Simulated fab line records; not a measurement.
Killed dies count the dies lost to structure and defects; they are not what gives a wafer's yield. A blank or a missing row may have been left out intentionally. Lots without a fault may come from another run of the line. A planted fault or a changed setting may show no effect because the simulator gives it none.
Which tool was responsible? :: flow nand-harc :: 33 wafers from 11 lots sampled at 4 of the route's 1302 steps

## WHAT THE GAUGES READ, wafer by wafer
Not one reading of a measure or inspect step in the record can be checked against a usual standard deviation.

## EACH LOT AND THE TOOL THAT RAN IT (in order: tool; ch and the chambers of the sampled wafers; start)
lot: L872
NHARC_A_STAIRCASE_HM_OPEN_457: rie-diel-13 ch 1,2,3, day 17 14:38 or earlier
NHARC_A_STAIRCASE_ETCH_451: rie-diel-13 ch 0,3, day 17 14:38 or earlier
NHARC_A_STAIRCASE_DEP_280: pecvd-02 ch 0,2, day 17 14:38
NHARC_A_STAIRCASE_DESCUM_291: rie-diel-12 ch 1,3, day 17 15:29

lot: L873
NHARC_A_STAIRCASE_HM_OPEN_457: rie-diel-12 ch 0,1,3, day 18 11:52 or earlier
NHARC_A_STAIRCASE_ETCH_451: rie-diel-12 ch 0,1,2, day 18 11:52 or earlier
NHARC_A_STAIRCASE_DEP_280: pecvd-01 ch 0,2, day 18 11:52
NHARC_A_STAIRCASE_DESCUM_291: rie-diel-02 ch 1,3, day 18 12:44

lot: L875
NHARC_A_STAIRCASE_HM_OPEN_457: rie-diel-13 ch 0,1,2, day 18 17:10 or earlier
NHARC_A_STAIRCASE_ETCH_451: rie-diel-13 ch 0,1,2, day 18 17:10 or earlier
NHARC_A_STAIRCASE_DEP_280: pecvd-04 ch 0,1,2, day 18 17:10
NHARC_A_STAIRCASE_DESCUM_291: rie-diel-12 ch 0,2,3, day 18 18:13

lot: L880
NHARC_A_STAIRCASE_HM_OPEN_457: rie-diel-02 ch 0,2,3, day 20 20:35 or earlier
NHARC_A_STAIRCASE_ETCH_451: rie-diel-02 ch 0,3, day 20 20:35 or earlier
NHARC_A_STAIRCASE_DEP_280: pecvd-02 ch 0,1, day 20 20:35
NHARC_A_STAIRCASE_DESCUM_291: rie-diel-13 ch 1,2, day 20 21:29

lot: L884
NHARC_A_STAIRCASE_HM_OPEN_457: rie-diel-13 ch 2,3, day 22 21:32 or earlier
NHARC_A_STAIRCASE_ETCH_451: rie-diel-13 ch 0,2,3, day 22 21:32 or earlier
NHARC_A_STAIRCASE_DEP_280: pecvd-01 ch 1,2, day 22 21:32
NHARC_A_STAIRCASE_DESCUM_291: rie-diel-12 ch 1,2,3, day 22 22:31

lot: L885
NHARC_A_STAIRCASE_HM_OPEN_457: rie-diel-12 ch 1,2,3, day 23 03:23 or earlier
NHARC_A_STAIRCASE_ETCH_451: rie-diel-12 ch 1,2,3, day 23 03:23 or earlier
NHARC_A_STAIRCASE_DEP_280: pecvd-01 ch 0,1,2, day 23 03:23
NHARC_A_STAIRCASE_DESCUM_291: rie-diel-02 ch 2,3, day 23 04:22

lot: L886
NHARC_A_STAIRCASE_HM_OPEN_457: rie-diel-13 ch 1,2,3, day 23 12:16 or earlier
NHARC_A_STAIRCASE_ETCH_451: rie-diel-13 ch 0,2, day 23 12:16 or earlier
NHARC_A_STAIRCASE_DEP_280: pecvd-01 ch 0,1,2, day 23 12:16
NHARC_A_STAIRCASE_DESCUM_291: rie-diel-13 ch 0,3, day 23 13:05

lot: L889
NHARC_A_STAIRCASE_HM_OPEN_457: rie-diel-12 ch 2,3, day 24 14:53 or earlier
NHARC_A_STAIRCASE_ETCH_451: rie-diel-12 ch 1,2,3, day 24 14:53 or earlier
NHARC_A_STAIRCASE_DEP_280: pecvd-02 ch 0,2, day 24 14:53
NHARC_A_STAIRCASE_DESCUM_291: rie-diel-12 ch 0,1, day 24 15:44

lot: L890
NHARC_A_STAIRCASE_HM_OPEN_457: rie-diel-12 ch 0,2,3, day 25 10:55 or earlier
NHARC_A_STAIRCASE_ETCH_451: rie-diel-12 ch 0,1,3, day 25 10:55 or earlier
NHARC_A_STAIRCASE_DEP_280: pecvd-01 ch 0,1,2, day 25 10:55
NHARC_A_STAIRCASE_DESCUM_291: rie-diel-12 ch 0,2,3, day 25 11:55

lot: L891
NHARC_A_STAIRCASE_HM_OPEN_457: rie-diel-12 ch 1,2, day 25 11:22 or earlier
NHARC_A_STAIRCASE_ETCH_451: rie-diel-12 ch 2,3, day 25 11:22 or earlier
NHARC_A_STAIRCASE_DEP_280: pecvd-02 ch 0,1,2, day 25 11:22
NHARC_A_STAIRCASE_DESCUM_291: rie-diel-12 ch 0,1,2, day 25 12:22

lot: L893
NHARC_A_STAIRCASE_HM_OPEN_457: rie-diel-02 ch 0,2, day 26 04:02 or earlier
NHARC_A_STAIRCASE_ETCH_451: rie-diel-02 ch 1,2, day 26 04:02 or earlier
NHARC_A_STAIRCASE_DEP_280: pecvd-02 ch 0,1,2, day 26 04:02
NHARC_A_STAIRCASE_DESCUM_291: rie-diel-12 ch 1,2,3, day 26 05:02
- NHARC_A_STAIRCASE_HM_OPEN_457: chemistry O2/COS.
- NHARC_A_STAIRCASE_ETCH_451: etches the open film in CF4/O2, target depth 30 nm, overetch 3 nm, time 16.5 s.
- NHARC_A_STAIRCASE_DEP_280: deposits SiON, target thk 30 nm.
- NHARC_A_STAIRCASE_DESCUM_291: chemistry O2, time 3 s.

## WHAT THE TOOLS THEMSELVES READ (means of the sampled wafers that have a number; where no wafer has one, the mark that the record gives instead)
NHARC_A_STAIRCASE_HM_OPEN_457.
lot: L872
tool: rie-diel-13
drypump-motor-current-A (A): 5.6
oes-product-au (a.u.): 1.016
rf-vpp-V (V): 466
showerhead-plenum-p-Torr (Torr): 3.05
throttle-valve-pct (%): 28.319

lot: L873
tool: rie-diel-12
drypump-motor-current-A (A): 5.7
oes-product-au (a.u.): 1.009
rf-vpp-V (V): 466
showerhead-plenum-p-Torr (Torr): 3.08
throttle-valve-pct (%): 28.338

lot: L875
tool: rie-diel-13
drypump-motor-current-A (A): 5.9
oes-product-au (a.u.): 0.999
rf-vpp-V (V): 465
showerhead-plenum-p-Torr (Torr): 3.00
throttle-valve-pct (%): 28.330

lot: L880
tool: rie-diel-02
drypump-motor-current-A (A): 6.1
oes-product-au (a.u.): 0.997
rf-vpp-V (V): 467
showerhead-plenum-p-Torr (Torr): 3.14
throttle-valve-pct (%): 28.333

lot: L884
tool: rie-diel-13
drypump-motor-current-A (A): 5.3
oes-product-au (a.u.): 1.011
rf-vpp-V (V): 465
showerhead-plenum-p-Torr (Torr): 3.04
throttle-valve-pct (%): 28.329

lot: L885
tool: rie-diel-12
drypump-motor-current-A (A): 5.8
oes-product-au (a.u.): 1.008
rf-vpp-V (V): 470
showerhead-plenum-p-Torr (Torr): 3.21
throttle-valve-pct (%): 28.339

lot: L886
tool: rie-diel-13
drypump-motor-current-A (A): 5.7
oes-product-au (a.u.): 1.001
rf-vpp-V (V): 465
showerhead-plenum-p-Torr (Torr): 3.03
throttle-valve-pct (%): 28.328

lot: L889
tool: rie-diel-12
drypump-motor-current-A (A): 5.3
oes-product-au (a.u.): 1.009
rf-vpp-V (V): 471
showerhead-plenum-p-Torr (Torr): 3.30
throttle-valve-pct (%): 28.329

lot: L890
tool: rie-diel-12
drypump-motor-current-A (A): 5.2
oes-product-au (a.u.): 1.000
rf-vpp-V (V): 468
showerhead-plenum-p-Torr (Torr): 3.15
throttle-valve-pct (%): 28.329

lot: L891
tool: rie-diel-12
drypump-motor-current-A (A): 6.0
oes-product-au (a.u.): 1.007
rf-vpp-V (V): 468
showerhead-plenum-p-Torr (Torr): 3.16
throttle-valve-pct (%): 28.336

lot: L893
tool: rie-diel-02
drypump-motor-current-A (A): 6.3
oes-product-au (a.u.): 0.994
rf-vpp-V (V): 467
showerhead-plenum-p-Torr (Torr): 3.13
throttle-valve-pct (%): 28.317

NHARC_A_STAIRCASE_ETCH_451.
lot: L872
tool: rie-diel-13
drypump-motor-current-A (A): 5.9
oes-product-au (a.u.): 1.003
rf-vpp-V (V): 197.1
showerhead-plenum-p-Torr (Torr): 1.35
throttle-valve-pct (%): 13.393

lot: L873
tool: rie-diel-12
drypump-motor-current-A (A): 5.5
oes-product-au (a.u.): 1.009
rf-vpp-V (V): 196.0
showerhead-plenum-p-Torr (Torr): 1.27
throttle-valve-pct (%): 13.408

lot: L875
tool: rie-diel-13
drypump-motor-current-A (A): 6.0
oes-product-au (a.u.): 1.005
rf-vpp-V (V): 197.0
showerhead-plenum-p-Torr (Torr): 1.28
throttle-valve-pct (%): 13.403

lot: L880
tool: rie-diel-02
drypump-motor-current-A (A): 5.9
oes-product-au (a.u.): 0.997
rf-vpp-V (V): 197.5
showerhead-plenum-p-Torr (Torr): 1.34
throttle-valve-pct (%): 13.400

lot: L884
tool: rie-diel-13
drypump-motor-current-A (A): 5.6
oes-product-au (a.u.): 1.007
rf-vpp-V (V): 196.8
showerhead-plenum-p-Torr (Torr): 1.32
throttle-valve-pct (%): 13.393

lot: L885
tool: rie-diel-12
drypump-motor-current-A (A): 5.8
oes-product-au (a.u.): 1.003
rf-vpp-V (V): 199.2
showerhead-plenum-p-Torr (Torr): 1.37
throttle-valve-pct (%): 13.405

lot: L886
tool: rie-diel-13
drypump-motor-current-A (A): 5.9
oes-product-au (a.u.): 1.007
rf-vpp-V (V): 196.9
showerhead-plenum-p-Torr (Torr): 1.30
throttle-valve-pct (%): 13.397

lot: L889
tool: rie-diel-12
drypump-motor-current-A (A): 5.8
oes-product-au (a.u.): 1.009
rf-vpp-V (V): 197.9
showerhead-plenum-p-Torr (Torr): 1.37
throttle-valve-pct (%): 13.390

lot: L890
tool: rie-diel-12
drypump-motor-current-A (A): 5.7
oes-product-au (a.u.): 0.999
rf-vpp-V (V): 196.9
showerhead-plenum-p-Torr (Torr): 1.30
throttle-valve-pct (%): 13.410

lot: L891
tool: rie-diel-12
drypump-motor-current-A (A): 5.3
oes-product-au (a.u.): 1.006
rf-vpp-V (V): 198.5
showerhead-plenum-p-Torr (Torr): 1.41
throttle-valve-pct (%): 13.389

lot: L893
tool: rie-diel-02
drypump-motor-current-A (A): 5.5
oes-product-au (a.u.): 1.001
rf-vpp-V (V): 199.4
showerhead-plenum-p-Torr (Torr): 1.39
throttle-valve-pct (%): 13.405

NHARC_A_STAIRCASE_DEP_280.
lot: L872
tool: pecvd-02
heater-power-w (W): 605
rf-fwd-power-W (W): 349.5
showerhead-vpp-V (V): 1070

lot: L873
tool: pecvd-01
heater-power-w (W): 661
rf-fwd-power-W (W): 348.6
showerhead-vpp-V (V): 1229

lot: L875
tool: pecvd-04
heater-power-w (W): 722
rf-fwd-power-W (W): 348.5
showerhead-vpp-V (V): 1205

lot: L880
tool: pecvd-02
heater-power-w (W): 765
rf-fwd-power-W (W): 302.0
showerhead-vpp-V (V): 1088

lot: L884
tool: pecvd-01
heater-power-w (W): 830
rf-fwd-power-W (W): 347.3
showerhead-vpp-V (V): 1192

lot: L885
tool: pecvd-01
heater-power-w (W): 776
rf-fwd-power-W (W): 346.9
showerhead-vpp-V (V): 1210

lot: L886
tool: pecvd-01
heater-power-w (W): 783
rf-fwd-power-W (W): 346.9
showerhead-vpp-V (V): 1208

lot: L889
tool: pecvd-02
heater-power-w (W): 650
rf-fwd-power-W (W): 348.3
showerhead-vpp-V (V): 1110

lot: L890
tool: pecvd-01
heater-power-w (W): 759
rf-fwd-power-W (W): 348.7
showerhead-vpp-V (V): 1204

lot: L891
tool: pecvd-02
heater-power-w (W): 645
rf-fwd-power-W (W): 348.2
showerhead-vpp-V (V): 1122

lot: L893
tool: pecvd-02
heater-power-w (W): 680
rf-fwd-power-W (W): 348.6
showerhead-vpp-V (V): 1130

NHARC_A_STAIRCASE_DESCUM_291.
lot: L872
tool: rie-diel-12
drypump-motor-current-A (A): 6.2
oes-product-au (a.u.): 1.010
rf-vpp-V (V): 57.8
showerhead-plenum-p-Torr (Torr): 1.92
throttle-valve-pct (%): 11.308

lot: L873
tool: rie-diel-02
drypump-motor-current-A (A): 5.6
oes-product-au (a.u.): 1.003
rf-vpp-V (V): 57.9
showerhead-plenum-p-Torr (Torr): 1.92
throttle-valve-pct (%): 11.314

lot: L875
tool: rie-diel-12
drypump-motor-current-A (A): 5.2
oes-product-au (a.u.): 1.004
rf-vpp-V (V): 57.4
showerhead-plenum-p-Torr (Torr): 1.84
throttle-valve-pct (%): 11.314

lot: L880
tool: rie-diel-13
drypump-motor-current-A (A): 6.0
oes-product-au (a.u.): 0.999
rf-vpp-V (V): 57.2
showerhead-plenum-p-Torr (Torr): 1.79
throttle-valve-pct (%): 11.310

lot: L884
tool: rie-diel-12
drypump-motor-current-A (A): 5.8
oes-product-au (a.u.): 1.003
rf-vpp-V (V): 57.3
showerhead-plenum-p-Torr (Torr): 1.97
throttle-valve-pct (%): 11.300

lot: L885
tool: rie-diel-02
drypump-motor-current-A (A): 6.3
oes-product-au (a.u.): 0.987
rf-vpp-V (V): 57.1
showerhead-plenum-p-Torr (Torr): 1.85
throttle-valve-pct (%): 11.309

lot: L886
tool: rie-diel-13
drypump-motor-current-A (A): 6.0
oes-product-au (a.u.): 0.995
rf-vpp-V (V): 57.8
showerhead-plenum-p-Torr (Torr): 1.92
throttle-valve-pct (%): 11.316

lot: L889
tool: rie-diel-12
drypump-motor-current-A (A): 5.4
oes-product-au (a.u.): 1.005
rf-vpp-V (V): 57.3
showerhead-plenum-p-Torr (Torr): 1.81
throttle-valve-pct (%): 11.317

lot: L890
tool: rie-diel-12
drypump-motor-current-A (A): 5.2
oes-product-au (a.u.): 0.994
rf-vpp-V (V): 58.7
showerhead-plenum-p-Torr (Torr): 1.93
throttle-valve-pct (%): 11.308

lot: L891
tool: rie-diel-12
drypump-motor-current-A (A): 5.5
oes-product-au (a.u.): 1.002
rf-vpp-V (V): 57.5
showerhead-plenum-p-Torr (Torr): 1.90
throttle-valve-pct (%): 11.313

lot: L893
tool: rie-diel-12
drypump-motor-current-A (A): 5.8
oes-product-au (a.u.): 0.996
rf-vpp-V (V): 58.4
showerhead-plenum-p-Torr (Torr): 1.96
throttle-valve-pct (%): 11.317

## THE ANSWER, worked out from the rows above alone
Rule: what is usual is taken from the lots themselves. The widest of any qualifying gaps counts: lots, ordered by their means at a reading, are off when they make up no more than a third of the lots, leave a main group of 4 or more, and stand apart from it by 3 or more times the standard deviation of that group's means. The tables above print the reading to a certain number of digits; a main group whose means all agree to those digits is not used. Also off: a lot with no number at a reading for which 4 or more lots have one. All remaining lots with rows at the step are treated as sound. The gauges are gone through in route order, then the tools' own readings, and for those a lot's mean is taken as printed above. At the first step where some lot is off, the reading lying furthest off is the one used; lots without a number count as furthest.
Off: L880, at NHARC_A_STAIRCASE_DEP_280 (rf-fwd-power-W). For the main group the mean is 348.1 W and the standard deviation 0.81.
A tool fits if, at that step or a process step before it, it ran every lot that is off, and no sound lot after the first of them. NHARC_A_STAIRCASE_HM_OPEN_457: start missing for some lots; hours and lot order therefore follow NHARC_A_STAIRCASE_DEP_280. NHARC_A_STAIRCASE_ETCH_451: start missing for some lots; hours and lot order therefore follow NHARC_A_STAIRCASE_DEP_280. None of those tried fits.

## WHAT HAD BEEN PUT IN BY THE SIMULATOR
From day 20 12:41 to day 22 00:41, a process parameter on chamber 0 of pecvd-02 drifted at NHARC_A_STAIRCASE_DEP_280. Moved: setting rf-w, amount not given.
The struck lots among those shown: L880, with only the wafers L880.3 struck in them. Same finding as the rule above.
